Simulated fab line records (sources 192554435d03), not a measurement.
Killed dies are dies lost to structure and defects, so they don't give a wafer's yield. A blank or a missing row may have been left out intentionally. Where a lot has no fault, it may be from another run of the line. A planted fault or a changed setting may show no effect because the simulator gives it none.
fab line records || flow n5_finfet
record: {"lots": 4, "wafers": 10, "last_day": 15}
route steps=1938 shown DUMMY_REMOVAL@377 HKMG_FIN@385 BEOL_M4@1111 PASSIVATION@1936
lots with no fault: from the same line, run without faults
start_h: the number of hours between the record's first day and the start of the first shown wafer of the lot || wait_h: hours from the lot's prior step to this one || " repeats the value in the row above || L1.1+2: several wafers, shown together as one row || - value missing, or start not given || * or withheld: withheld || < > ~ a bound
route shown NAME@n: names a module that has steps shown in the file, with the first one's number in the route || usual: mean/standard deviation taken from wafers without a fault || same: alike in all rows || chamber/n: place in a boat || sites: the reading at each site || _std_site: the values' standard deviation || _edge_site: the outer-site mean with the inner-site mean subtracted || radius_mm: for every site, how far away it sits from the centre of the wafer || mask NAME#n: copy n || behind: the most recent tool/chamber to have shaped the wafer || hold: why the lot was held/for how many hours/how that ended || device: whichever transistor did not switch (one of n, p or np) || end of line: the same wafers' tests at the end of the route || step lacking rows: just its recipe || killed: the dies lost at the first sort to structure and to defects; this is not the yield of the wafer || map: a wafer's dies, x killed, . not, _ none there
set.NAME: the setting as run; set.NAME@STEP: as run at that earlier step || model.NAME: the simulator's own value behind a step, which no gauge read
a table for each step, a row for each wafer; lots at some steps of the route
services: a tool's chamber out of use, with start hour (start_h, from the record's first day; less than 0 if before it), hours out, and reason
== steps ==
step: N5_DUMMY_REMOVAL_HM_STRIP_01
recipe: {"chemistry": "CH3F/O2", "material": "SiNx", "target_depth_a": 40, "stop_on": "poly-Si", "time_s": 6.8, "over_etch_frac": 0.3, "ion_energy_ev": 60, "power_w": 410, "bias_w": 29, "Ar_flow_sccm": 150, "CH3F_flow_sccm": 30, "O2_flow_sccm": 20}
step: N5_DUMMY_REMOVAL_STRIP_10
recipe: {"chemistry": "N2/H2", "time_s": 40, "power_w": 100, "temp_c": 40, "pressure_mtorr": 100, "rf_frequency_hz": 6e+07, "bias_power_w": 3, "n2_flow_sccm": 300, "h2_flow_sccm": 300}
step: N5_DUMMY_REMOVAL_PRECLEAN_07
recipe: {"chemistry": "dHF", "time_s": 30, "temp_c": 25, "dilution": "withheld"}
step: N5_DUMMY_REMOVAL_DUMMY_REMOVE_02
recipe: {"chemistry": "TMAH", "temp_c": 70, "target": "poly-Si", "stop_on": "SiO2", "target_depth_nm": 142, "conc_wt_pct": 5, "time_s": 57, "dry": "ipa_marangoni", "rinse_time_s": 30, "rinse_temp_c": 23}
step: N5_DUMMY_REMOVAL_PRECLEAN_08
recipe: {"chemistry": "NF3:NH3", "afs_cycles": 2, "temp_c": 30, "time_s": 20, "sublimation_temp_c": 180, "sublimation_time_s": 60, "pressure_torr": 3, "rf_power_w": 30}
step: N5_DUMMY_REMOVAL_PRECLEAN_04
recipe: {"chemistry": "DHF", "time_s": 37, "temp_c": 25, "dilution": "500:1"}
step: N5_DUMMY_REMOVAL_SRD_05
recipe: {"dry": "ipa_marangoni", "do_ppb": 5, "time_s": 30, "temp_c": 23, "rinse_liquid": "diw"}
step: N5_HKMG_FIN_IL_REGROW_00
recipe: {"material": "SiO2", "target_thk_a": 7.5, "chemistry": "O3", "temp_c": "withheld", "time_s": 30}
step: N5_HKMG_FIN_HK_ALD_01
recipe: {"material": "HfO2", "target_thk_a": 16, "temp_c": "withheld", "ald_precursor_family": "HfCl4", "ald_co_reactant": "H2O", "pulse_time_s": 3, "purge_time_s": 3, "co_reactant_purge_time_s": 2.5, "co_reactant_pulse_time_s": 0.3, "ald_cycles": 30}
step: N5_HKMG_FIN_HK_ANNEAL_02
recipe: {"temp_c": 700, "time_s": 30, "ambient": "N2", "idle_temp_c": 600, "ramp_up_c_per_s": 150, "ramp_down_c_per_s": 60, "cool_to_c": 600}
step: N5_HKMG_FIN_ALD_74
recipe: {"material": "La2O3", "target_thk_a": 5, "temp_c": 250, "ald_precursor_family": "La-Cp", "ald_co_reactant": "O3", "pulse_time_s": 6, "co_reactant_pulse_time_s": 1, "purge_time_s": 3, "co_reactant_purge_time_s": 3}
usual: {"heater_power_outer_w": "192/18", "heater_power_w": "360/27", "precursor_pulse_height_rel": "0.999/0.02"}
{"lot.wafer": "L586.3", "tool": "ald_hk-03", "chamber": 1, "start_h": 126.59, "wait_h": 0.1, "heater_power_outer_w": 204, "heater_power_w": 367, "precursor_pulse_height_rel": 1.004}
{"lot.wafer": "L586.4", "tool": "ald_hk-03", "chamber": 0, "start_h": 126.59, "wait_h": 0.1, "heater_power_outer_w": 219, "heater_power_w": 389, "precursor_pulse_height_rel": 0.996}
{"lot.wafer": "L586.6", "tool": "ald_hk-03", "chamber": 3, "start_h": 126.59, "wait_h": 0.1, "heater_power_outer_w": 170, "heater_power_w": 340, "precursor_pulse_height_rel": 0.999}
{"lot.wafer": "L587.2", "tool": "ald_hk-02", "chamber": 2, "start_h": 131.19, "wait_h": 0.2, "heater_power_outer_w": 175, "heater_power_w": 329, "precursor_pulse_height_rel": 1.020}
{"lot.wafer": "L587.5", "tool": "ald_hk-02", "chamber": 3, "start_h": 131.19, "wait_h": 0.2, "heater_power_outer_w": 188, "heater_power_w": 366, "precursor_pulse_height_rel": 0.986}
{"lot.wafer": "L592.3", "tool": "ald_hk-03", "chamber": 2, "start_h": 161.26, "wait_h": 0.1, "heater_power_outer_w": 189, "heater_power_w": 360, "precursor_pulse_height_rel": 0.980}
{"lot.wafer": "L592.6", "tool": "ald_hk-03", "chamber": 0, "start_h": 161.26, "wait_h": 0.1, "heater_power_outer_w": 214, "heater_power_w": 385, "precursor_pulse_height_rel": 1.004}
{"lot.wafer": "L594.3", "tool": "ald_hk-03", "chamber": 1, "start_h": 172.97, "wait_h": 0.1, "heater_power_outer_w": 203, "heater_power_w": 377, "precursor_pulse_height_rel": 0.992}
{"lot.wafer": "L594.4", "tool": "ald_hk-03", "chamber": 2, "start_h": 172.97, "wait_h": 0.1, "heater_power_outer_w": 184, "heater_power_w": 354, "precursor_pulse_height_rel": 0.996}
{"lot.wafer": "L594.5", "tool": "ald_hk-03", "chamber": 3, "start_h": 172.97, "wait_h": 0.1, "heater_power_outer_w": 171, "heater_power_w": 340, "precursor_pulse_height_rel": 0.961}
step: N5_HKMG_FIN_ALD_75
recipe: {"material": "Al2O3", "target_thk_a": 10, "temp_c": 150, "ald_precursor_family": "TMA", "ald_co_reactant": "H2O", "pulse_time_s": "withheld", "co_reactant_pulse_time_s": 1}
step: N5_HKMG_FIN_COAT_41
recipe: {"resist": "SOC", "temp_c": 250, "time_s": 60, "spin_rpm": 1500, "resist_thk_nm": 300}
step: N5_HKMG_FIN_COAT_42
recipe: {"resist": "SiARC", "temp_c": 220, "time_s": 60, "spin_rpm": 1500, "resist_thk_nm": 35}
step: N5_HKMG_FIN_COAT_43
recipe: {"resist": "CAR-ArF", "spin_rpm": 1500, "resist_thk_nm": 90}
step: N5_HKMG_FIN_EBR_45
recipe: {"solvent": "PGMEA", "ebr_width_mm": 1.5}
step: N5_HKMG_FIN_SOFTBAKE_44
recipe: {"temp_c": 110, "time_s": 60, "resist": "CAR-ArF"}
step: N5_HKMG_FIN_EXPOSE_46
recipe: {"mask_id": "NDIPOLE", "na": 1.35, "source_shape": "conventional", "sigma_outer": 0.8, "polarization": "unpolarized", "dose_mj": 40}
step: N5_HKMG_FIN_PEB_47
recipe: {"peb_temp_c": "withheld", "peb_time_s": 60, "resist": "CAR-ArF"}
step: N5_HKMG_FIN_DEVELOP_48
recipe: {"develop_time_s": 30, "developer": "TMAH", "resist": "CAR-ArF", "rinse_liquid": "diw", "dry": "air_spin", "dev_temp_c": 23}
step: N5_HKMG_FIN_DESCUM_53
recipe: {"chemistry": "O2", "time_s": 7.9, "source_power_w": 50, "bias_power_w": 20, "pressure_mtorr": 20, "rf_frequency_hz": 2.712e+07, "temp_c": 40, "resist": "CAR-ArF", "o2_flow_sccm": 225}
step: N5_HKMG_FIN_ETCH_54
recipe: {"chemistry": "CF4", "target": "SiARC", "target_depth_a": 455, "mask_material": "CAR-ArF", "time_s": 75.8, "ion_energy_ev": 80, "pressure_mtorr": 40, "source_w": 545, "bias_w": 36, "Ar_flow_sccm": 100, "cf4_flow_sccm": 100, "ends": "cleared"}
step: N5_HKMG_FIN_ETCH_55
recipe: {"chemistry": "N2/H2", "target": "SOC", "target_depth_a": 2400, "temp_c": 40, "time_s": 300, "ion_energy_ev": 200, "mask_material": "SiARC", "pressure_mtorr": 30, "source_w": 840, "bias_w": 150, "n2_flow_sccm": 200, "h2_flow_sccm": 200}
step: N5_HKMG_FIN_STRIP_56
recipe: {"chemistry": "N2/H2", "temp_c": 40, "n2_flow_sccm": 200, "h2_flow_sccm": 200, "rf_frequency_hz": 6e+07}
step: N5_HKMG_FIN_STRIP_57
recipe: {"chemistry": "CF4", "resist": "SiARC", "power_w": 300, "bias_power_w": 75, "pressure_mtorr": 50, "cf4_flow_sccm": 150, "rf_frequency_hz": 6e+07}
step: N5_HKMG_FIN_ETCH_58
recipe: {"chemistry": "N2/H2", "target": "SOC", "target_depth_a": 2158, "ion_energy_ev": 50, "bias_w": 13, "time_s": 741, "pressure_mtorr": 30, "source_w": 875, "n2_flow_sccm": 200, "h2_flow_sccm": 200}
step: N5_HKMG_FIN_STRIP_93
recipe: {"chemistry": "N2/H2", "material": "SOC", "time_s": 20, "power_w": 500, "temp_c": 40, "pressure_mtorr": 50, "rf_frequency_hz": 6e+07, "bias_power_w": 8, "h2_frac": 0.5, "n2_flow_sccm": 300, "h2_flow_sccm": 300}
step: N5_HKMG_FIN_WET_ETCH_76
recipe: {"chemistry": "dNH4OH", "mix": "1:50", "temp_c": 25, "target": "Al2O3", "stop_on": "La2O3", "target_depth_nm": 2.25, "dry": "ipa_marangoni", "rinse_time_s": 30, "rinse_temp_c": 23}
step: N5_HKMG_FIN_STRIP_60
recipe: {"chemistry": "N2/H2", "power_w": 2500, "temp_c": 300, "h2_frac": 0.65, "time_s": 360, "pressure_mtorr": "withheld", "n2_flow_sccm": 1750, "h2_flow_sccm": 3250}
step: N5_HKMG_FIN_WET_ETCH_77
recipe: {"chemistry": "dHCl", "mix": "1:10000", "temp_c": 25, "target": "La2O3", "stop_on": "HfO2", "target_depth_nm": 2}
step: N5_HKMG_FIN_WET_ETCH_78
recipe: {"chemistry": "dNH4OH", "mix": "1:50", "temp_c": 25, "target": "Al2O3", "stop_on": "La2O3", "target_depth_nm": 4.5, "dry": "ipa_marangoni", "rinse_time_s": 30, "rinse_temp_c": 23}
step: N5_HKMG_FIN_ALD_79
recipe: {"material": "TiN", "target_thk_a": 15, "temp_c": 400, "ald_precursor_family": "TiCl4", "ald_co_reactant": "NH3", "pulse_time_s": 1, "purge_time_s": 3, "co_reactant_purge_time_s": 2, "co_reactant_pulse_time_s": 2, "ald_cycles": 68, "pressure_torr": 3}
step: N5_HKMG_FIN_CVD_62
recipe: {"material": "a-Si", "target_thk_a": 30, "temp_c": 500, "precursor": "Si2H6", "pressure_torr": 1, "time_s": 20.8}
step: N5_HKMG_FIN_RTA_80
recipe: {"temp_c": "withheld", "time_s": 2, "ambient": "N2", "idle_temp_c": 600, "ramp_up_c_per_s": 150, "ramp_down_c_per_s": 60, "cool_to_c": 600}
step: N5_HKMG_FIN_PRECLEAN_64
recipe: {"chemistry": "dHF", "time_s": 30, "temp_c": 25, "dilution": "withheld"}
step: N5_HKMG_FIN_WET_ETCH_65
recipe: {"chemistry": "TMAH", "temp_c": 70, "conc_wt_pct": 5, "target": "a-Si", "stop_on": "TiN", "time_s": 49, "target_depth_nm": 3}
step: N5_HKMG_FIN_WET_ETCH_81
recipe: {"chemistry": "SC1", "target": "TiN", "stop_on": "HfO2", "mix": "1:1:5", "temp_c": 60, "time_s": 57, "target_depth_nm": 6}
step: N5_BEOL_M4_RC_MEAS_101
usual: {"DIBL_N": "37.5/2", "DIBL_P": "37.5/2.5", "IOFF_N": "0.18/0.042", "IOFF_P": "0.24/0.046", "IOFF_P_85C": "4.0/0.65", "IOFF_P_LIN": "0.107/0.016", "IOFF_P_LONG": "0.000104/8.1e-06", "ION_N": "677/15", "ION_P": "464/9.5", "SS_N": "72.0/0.76", "SS_P": "73.6/0.79", "VT_N": "249/3.5", "VT_N_LVT": "98/3.6", "VT_P": "-249/3.2", "VT_P_LONG": "-275.6/2.7"}
{"lot.wafer": "L586.3", "tool": "prober-02", "chamber": 0, "start_h": 221.36, "wait_h": 0.3, "DIBL_N[mV/V]": 36.1, "DIBL_P[mV/V]": 37.0, "IOFF_N[nA/um]": 0.15, "IOFF_P[nA/um]": 0.24, "IOFF_P_85C[nA/um]": 4.2, "IOFF_P_LIN[nA/um]": 0.113, "IOFF_P_LONG[nA/um]": 0.000115, "ION_N[uA/um]": 664, "ION_P[uA/um]": 465, "SS_N[mV/dec]": 70.5, "SS_P[mV/dec]": 72.8, "VT_N[mV]": 249, "VT_N_LVT[mV]": 98, "VT_P[mV]": -247, "VT_P_LONG[mV]": -273.5}
{"lot.wafer": "L586.4", "tool": "prober-02", "chamber": 0, "start_h": 221.36, "wait_h": 0.3, "DIBL_N[mV/V]": 38.5, "DIBL_P[mV/V]": 39.1, "IOFF_N[nA/um]": 0.20, "IOFF_P[nA/um]": 0.28, "IOFF_P_85C[nA/um]": 4.6, "IOFF_P_LIN[nA/um]": 0.123, "IOFF_P_LONG[nA/um]": 0.000112, "ION_N[uA/um]": 683, "ION_P[uA/um]": 471, "SS_N[mV/dec]": 71.2, "SS_P[mV/dec]": 73.7, "VT_N[mV]": 243, "VT_N_LVT[mV]": 95, "VT_P[mV]": -248, "VT_P_LONG[mV]": -271.2}
{"lot.wafer": "L586.6", "tool": "prober-02", "chamber": 0, "start_h": 221.36, "wait_h": 0.3, "DIBL_N[mV/V]": 39.5, "DIBL_P[mV/V]": 38.0, "IOFF_N[nA/um]": 0.25, "IOFF_P[nA/um]": 0.27, "IOFF_P_85C[nA/um]": 4.4, "IOFF_P_LIN[nA/um]": 0.120, "IOFF_P_LONG[nA/um]": 0.000106, "ION_N[uA/um]": 685, "ION_P[uA/um]": 468, "SS_N[mV/dec]": 72.0, "SS_P[mV/dec]": 73.5, "VT_N[mV]": 242, "VT_N_LVT[mV]": 91, "VT_P[mV]": -246, "VT_P_LONG[mV]": -273.7}
{"lot.wafer": "L587.2", "tool": "prober-01", "chamber": 0, "start_h": 225.04, "wait_h": 0.2, "DIBL_N[mV/V]": 40.0, "DIBL_P[mV/V]": 42.0, "IOFF_N[nA/um]": 0.24, "IOFF_P[nA/um]": 0.31, "IOFF_P_85C[nA/um]": 5.0, "IOFF_P_LIN[nA/um]": 0.126, "IOFF_P_LONG[nA/um]": 9.8e-05, "ION_N[uA/um]": 682, "ION_P[uA/um]": 461, "SS_N[mV/dec]": 72.6, "SS_P[mV/dec]": 75.7, "VT_N[mV]": 247, "VT_N_LVT[mV]": 92, "VT_P[mV]": -248, "VT_P_LONG[mV]": -274.6}
{"lot.wafer": "L587.5", "tool": "prober-01", "chamber": 0, "start_h": 225.04, "wait_h": 0.2, "DIBL_N[mV/V]": 37.6, "DIBL_P[mV/V]": 39.6, "IOFF_N[nA/um]": 0.19, "IOFF_P[nA/um]": 0.26, "IOFF_P_85C[nA/um]": 4.4, "IOFF_P_LIN[nA/um]": 0.114, "IOFF_P_LONG[nA/um]": 0.000106, "ION_N[uA/um]": 683, "ION_P[uA/um]": 468, "SS_N[mV/dec]": 71.8, "SS_P[mV/dec]": 73.9, "VT_N[mV]": 250, "VT_N_LVT[mV]": 95, "VT_P[mV]": -248, "VT_P_LONG[mV]": -275.7}
{"lot.wafer": "L592.3", "tool": "prober-01", "chamber": 0, "start_h": 248.52, "wait_h": 0.3, "DIBL_N[mV/V]": 39.5, "DIBL_P[mV/V]": 39.5, "IOFF_N[nA/um]": 0.21, "IOFF_P[nA/um]": 1.02, "IOFF_P_85C[nA/um]": 13.7, "IOFF_P_LIN[nA/um]": 0.445, "IOFF_P_LONG[nA/um]": 0.000333, "ION_N[uA/um]": 694, "ION_P[uA/um]": 528, "SS_N[mV/dec]": 72.1, "SS_P[mV/dec]": 73.6, "VT_N[mV]": 245, "VT_N_LVT[mV]": 134, "VT_P[mV]": -208, "VT_P_LONG[mV]": -238.3}
{"lot.wafer": "L592.6", "tool": "prober-01", "chamber": 0, "start_h": 248.52, "wait_h": 0.3, "DIBL_N[mV/V]": 39.7, "DIBL_P[mV/V]": 40.4, "IOFF_N[nA/um]": 0.23, "IOFF_P[nA/um]": 0.30, "IOFF_P_85C[nA/um]": 4.9, "IOFF_P_LIN[nA/um]": 0.128, "IOFF_P_LONG[nA/um]": 0.000107, "ION_N[uA/um]": 692, "ION_P[uA/um]": 472, "SS_N[mV/dec]": 71.9, "SS_P[mV/dec]": 74.5, "VT_N[mV]": 245, "VT_N_LVT[mV]": 94, "VT_P[mV]": -247, "VT_P_LONG[mV]": -275.2}
{"lot.wafer": "L594.3", "tool": "prober-01", "chamber": 0, "start_h": 267.09, "wait_h": 0.3, "DIBL_N[mV/V]": 38.3, "DIBL_P[mV/V]": 39.4, "IOFF_N[nA/um]": 0.21, "IOFF_P[nA/um]": 0.98, "IOFF_P_85C[nA/um]": 13.6, "IOFF_P_LIN[nA/um]": 0.426, "IOFF_P_LONG[nA/um]": 0.000326, "ION_N[uA/um]": 678, "ION_P[uA/um]": 521, "SS_N[mV/dec]": 71.9, "SS_P[mV/dec]": 74.3, "VT_N[mV]": 247, "VT_N_LVT[mV]": 133, "VT_P[mV]": -211, "VT_P_LONG[mV]": -237.9}
{"lot.wafer": "L594.4", "tool": "prober-01", "chamber": 0, "start_h": 267.09, "wait_h": 0.3, "DIBL_N[mV/V]": 35.8, "DIBL_P[mV/V]": 36.5, "IOFF_N[nA/um]": 0.16, "IOFF_P[nA/um]": 0.22, "IOFF_P_85C[nA/um]": 3.9, "IOFF_P_LIN[nA/um]": 0.105, "IOFF_P_LONG[nA/um]": 0.00012, "ION_N[uA/um]": 679, "ION_P[uA/um]": 473, "SS_N[mV/dec]": 71.4, "SS_P[mV/dec]": 73.4, "VT_N[mV]": 251, "VT_N_LVT[mV]": 101, "VT_P[mV]": -251, "VT_P_LONG[mV]": -273.4}
{"lot.wafer": "L594.5", "tool": "prober-01", "chamber": 0, "start_h": 267.09, "wait_h": 0.3, "DIBL_N[mV/V]": 32.1, "DIBL_P[mV/V]": 31.8, "IOFF_N[nA/um]": 0.11, "IOFF_P[nA/um]": 0.16, "IOFF_P_85C[nA/um]": 2.9, "IOFF_P_LIN[nA/um]": 0.082, "IOFF_P_LONG[nA/um]": 0.00012, "ION_N[uA/um]": 666, "ION_P[uA/um]": 470, "SS_N[mV/dec]": 70.4, "SS_P[mV/dec]": 72.3, "VT_N[mV]": 254, "VT_N_LVT[mV]": 105, "VT_P[mV]": -256, "VT_P_LONG[mV]": -272.8}
step: N5_PASSIVATION_PROBE_49
usual: {"defect_limited_yield": "91.8/1.5", "killed_at_M0_to_M3": "33/11", "killed_at_M4_up": "13/5", "killed_at_contacts": "11/5.6", "killed_at_front_end": "36/12", "killed_at_other": "3.4/2.5", "killed_dies": "97/18", "killed_open": "64/13", "killed_short": "31/6.9", "sort_bin_4_leakage": "0.01/0.048", "sort_bin_5_function": "4.8/1", "sort_bin_6_memory": "3.1/0.64", "sort_n_pass": "1083/18", "sort_yield_pct": "91.8/1.5"}
same: {"gross_dies": 1180, "killed_at_back_side": 0, "sort_bin_8_speed[%]": 0}
{"lot.wafer": "L592.3", "tool": "prober-02", "chamber": "-", "start_h": 352.75, "wait_h": 0.1, "defect_limited_yield[%]": 90.1, "killed_at_M0_to_M3": 42, "killed_at_M4_up": 14, "killed_at_contacts": 7, "killed_at_front_end": 53, "killed_at_other": 1, "killed_dies": 117, "killed_open": 82, "killed_short": 35, "sort_bin_4_leakage[%]": 89.58, "sort_bin_5_function[%]": 5.8, "sort_bin_6_memory[%]": 3.6, "sort_n_pass": 6, "sort_yield_pct[%]": 0.5}
{"lot.wafer": "L594.3", "tool": "prober-02", "chamber": "-", "start_h": 370.18, "wait_h": 0.1, "defect_limited_yield[%]": 89.7, "killed_at_M0_to_M3": 49, "killed_at_M4_up": 17, "killed_at_contacts": 10, "killed_at_front_end": 42, "killed_at_other": 3, "killed_dies": 121, "killed_open": 83, "killed_short": 36, "sort_bin_4_leakage[%]": 88.39, "sort_bin_5_function[%]": 6.6, "sort_bin_6_memory[%]": 3.3, "sort_n_pass": 16, "sort_yield_pct[%]": 1.4}
killed by level:class
L592.3 STI_FIN_REVEAL:geometric_particle:open=13 FIN_SAQP:geometric_particle:open=13 FIN_SAQP:geometric_particle:short=12 BEOL_M0_SAQP:geometric_particle:open=9 BEOL_M3:geometric_particle:open=9 BEOL_M4:geometric_particle:open=8 MOL_CONTACT_COAG:geometric_particle:open=7 BEOL_M0_SAQP:geometric_particle:short=7
L594.3 BEOL_M3:geometric_particle:open=12 BEOL_M2:geometric_particle:open=10 MOL_CONTACT_COAG:geometric_particle:open=10 FIN_SAQP:geometric_particle:open=7 STI_FIN_REVEAL:geometric_particle:open=7 GATE_CUT:geometric_particle:short=7 BEOL_M1:geometric_particle:open=7 BEOL_M0_SAQP:geometric_particle:open=6
map L592.6 (x killed, . not)
_________________........x...________________
______________.......x.xxx.x...._____________
___________.x.......x...x.......x..__________
__________...x.....x....x..........._________
________.............x........x.x...x._______
_______..x.................x.........xx______
______..x.....x....................x.x.._____
_____.....................x..............____
____...x.............x...x.....xx..x......___
___........x.x...xx....xx.x.....x...x......__
___.......xx...............................__
__...............x...x.x...........x...x...._
__...x......x................x.............._
_..............x..x..........................
_xx...xx..........x...x........xx............
_....x..x..x....x......................x.x...
_...............x.........................x..
_.....xx....x.........x....x...x.......x.....
_.........................x.........x........
_....x..................x...x................
_....x..x......x....x......................x.
__.xxx...x.xx........x...........x.........._
__.......x...x..........x..................._
___..x..............xx............x........__
___........x...........x.x.................__
____..x....x...........xx....x...x.....x..___
_____x....x.......x........x............x____
______.............x.x.....x....x.....x._____
_______...........x.....x......x....x..______
________...x..xx........x............._______
__________...........x.....x..x....x_________
___________..x........x...x........__________
______________.................._____________
_________________...........x________________
map L594.3 (x killed, . not)
_________________............________________
______________.................._____________
___________...........x......x.x...__________
__________...........x......xx......_________
________.x....................x....x.._______
_______..x..........x.....x..x.........______
______....xx...........x..........x....._____
_____....x........x.........x............____
____x...............x.........x...........___
___...x..............x.....................__
___...x........x..............x..x.xx......__
__.x.......x........x......................._
__....xx.......................x.....x......_
_......x..................................x..
_......x............x.........x.xx...........
_...x...x.x...........x.........x...x...x....
_............x......................x......x.
_........x.x...x........................x..x.
_........x................x..................
_.x.............x.x..........................
_.....................x......x.....x....xx...
__...........x..........................xx.._
__.....x..x.......xx.x......x...x...x......._
___...................x.....x..x.x....x....__
___.....x......................x...........__
____........x.x........x..x..x....x.......___
_____............x...........x...........____
______......x......x.........x....xx..x._____
_______.......x............x.......x...______
________..x........x.x....x.....x..x.._______
__________....x....x................_________
___________........x...............__________
______________.xx........xxx...._____________
_________________x.....x.....________________
== services ==
{"tool": "ald_hk-02", "chamber": "-", "start_h": 164.69, "hours": 3.7, "kind": "repair"}
== key ==
first_sign: {"step": "N5_BEOL_M4_RC_MEAS_101", "reading": "IOFF_P_LONG", "direction": "up", "sigmas": 28, "usual": 0.000104, "struck": 0.000329}
effect: {"step": "N5_BEOL_M4_RC_MEAS_101", "reading": "IOFF_P_LIN", "direction": "up", "sigmas": 21, "usual": 0.107, "struck": 0.435}
effect: {"step": "N5_BEOL_M4_RC_MEAS_101", "reading": "IOFF_P", "direction": "up", "sigmas": 17, "usual": 0.24, "struck": 1.00}
effect: {"step": "N5_BEOL_M4_RC_MEAS_101", "reading": "IOFF_P_85C", "direction": "up", "sigmas": 15, "usual": 4.0, "struck": 13.6}
effect: {"step": "N5_BEOL_M4_RC_MEAS_101", "reading": "VT_P_LONG", "direction": "up", "sigmas": 14, "usual": -275.6, "struck": -238.1}
effect: {"step": "N5_BEOL_M4_RC_MEAS_101", "reading": "VT_P", "direction": "up", "sigmas": 12, "usual": -249, "struck": -210}
effect: {"step": "N5_BEOL_M4_RC_MEAS_101", "reading": "VT_N_LVT", "direction": "up", "sigmas": 10, "usual": 98, "struck": 134}
effect: {"step": "N5_BEOL_M4_RC_MEAS_101", "reading": "ION_P", "direction": "up", "sigmas": 6.4, "usual": 464, "struck": 524}
effect: {"step": "N5_PASSIVATION_PROBE_49", "reading": "sort_bin_4_leakage", "direction": "up", "sigmas": "99+", "usual": 0.01, "struck": 88.98}
met_at N5_HKMG_FIN_ALD_74
struck_wafers L592.3,L594.3
onset_between 126.59 161.26
fault: {"kind": "process_parameter_drift", "tool": "ald_hk-03", "chamber": "-", "onset_h": 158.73, "steps": "N5_HKMG_FIN_ALD_74", "channel": "target_thk_a", "offset": "*", "shape": "step", "end_h": 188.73, "scope": "struck_wafers_only", "acts_in": "*", "stated": "*"}
